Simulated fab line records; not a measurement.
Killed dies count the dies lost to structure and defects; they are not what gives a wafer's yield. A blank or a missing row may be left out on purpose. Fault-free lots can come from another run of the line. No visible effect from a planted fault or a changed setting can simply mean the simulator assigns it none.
Matching of chambers + flow nand-harc + 4 sister chambers for NHARC_A_BONDPAD_STRIP_15 on rie-diel-03
The step strips in O2. 18 wafers are shown with their chamber, then 9 later ones without.

== WAFERS PAIRED WITH THEIR CHAMBERS ==
| wafer  | chamber | drypump-motor-current-A (A) | oes-product-au (a.u.) | throttle-valve-pct (%) |
|--------|---------|-----------------------------|-----------------------|------------------------|
| L814.2 | 0       | 6.2                         | 0.986                 | 17.034                 |
| L814.5 | 3       | 5.8                         | 1.005                 | 17.051                 |
| L814.6 | 2       | 5.0                         | 1.008                 | 17.031                 |
| L816.3 | 0       | 6.1                         | 0.989                 | 17.044                 |
| L816.4 | 0       | 6.2                         | 0.981                 | 17.052                 |
| L816.6 | 1       | 5.3                         | 1.001                 | 17.042                 |
| L815.1 | 1       | 5.3                         | 1.009                 | 17.037                 |
| L815.3 | 0       | 6.2                         | 0.997                 | 17.037                 |
| L815.5 | 3       | 5.7                         | 1.003                 | 17.031                 |
| L818.2 | 0       | 6.2                         | 0.990                 | 17.044                 |
| L818.4 | 2       | 5.1                         | 1.007                 | 17.040                 |
| L818.6 | 0       | 6.2                         | 0.984                 | 17.024                 |
| L819.2 | 0       | 6.2                         | 0.989                 | 17.035                 |
| L819.3 | 2       | 5.0                         | 0.993                 | 17.037                 |
| L819.5 | 1       | 5.3                         | 1.005                 | 17.046                 |
| L821.3 | 3       | 5.7                         | 1.010                 | 17.028                 |
| L821.5 | 2       | 5.0                         | 1.003                 | 17.040                 |
| L821.6 | 1       | 5.3                         | 1.001                 | 17.043                 |

SIGNATURES (means of the wafers above)
| reading                 | chamber 0 | chamber 1 | chamber 2 | chamber 3 | scatter within a chamber |
|-------------------------|-----------|-----------|-----------|-----------|--------------------------|
| drypump-motor-current-A | 6.186     | 5.300     | 5.025     | 5.733     | 0.0403                   |
| oes-product-au          | 0.98800   | 1.00400   | 1.00275   | 1.00600   | 0.00512                  |
| throttle-valve-pct      | 17.03857  | 17.04200  | 17.03700  | 17.03667  | 0.008                    |
Rule: for a wafer and a chamber, the distance is found by dividing, reading by reading, the gap between the wafer's reading and the chamber's mean by the reading's scatter, squaring, summing and taking the root. The wafer belongs to the nearest chamber; if the next one is less than 2 further off, it can't be placed. The scatter: the root of (the sum of the squares of (reading less its chamber's mean) over the shown wafers, divided by (wafers less chambers)).

== WAFERS MISSING THEIR CHAMBER ==
| wafer  | drypump-motor-current-A (A) | oes-product-au (a.u.) | throttle-valve-pct (%) |
|--------|-----------------------------|-----------------------|------------------------|
| L825.1 | 5.0                         | 1.000                 | 17.026                 |
| L825.3 | 5.7                         | 0.996                 | 17.022                 |
| L825.5 | 5.3                         | 0.993                 | 17.034                 |
| L830.2 | 6.2                         | 1.007                 | 17.033                 |
| L830.3 | 5.7                         | 1.007                 | 17.044                 |
| L830.6 | 5.0                         | 0.998                 | 17.050                 |
| L831.1 | 5.0                         | 1.006                 | 17.038                 |
| L831.2 | 6.2                         | 0.983                 | 17.044                 |
| L831.6 | 5.2                         | 0.999                 | 17.042                 |

== CHAMBER TAKEN BY EACH ==
| wafer  | from the rows above     | in truth |
|--------|-------------------------|----------|
| L825.1 | 2                       | 2        |
| L825.3 | 3                       | 3        |
| L825.5 | 1                       | 1        |
| L830.2 | 0                       | 0        |
| L830.3 | 3                       | 3        |
| L830.6 | 2                       | 2        |
| L831.1 | 2                       | 2        |
| L831.2 | 0                       | 0        |
| L831.6 | can't be placed: 1 or 2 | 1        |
Placed correctly: 8 of 9. Can't be placed from these rows: 1 (the true chamber is among the candidates in 1). Wrongly placed: 0.
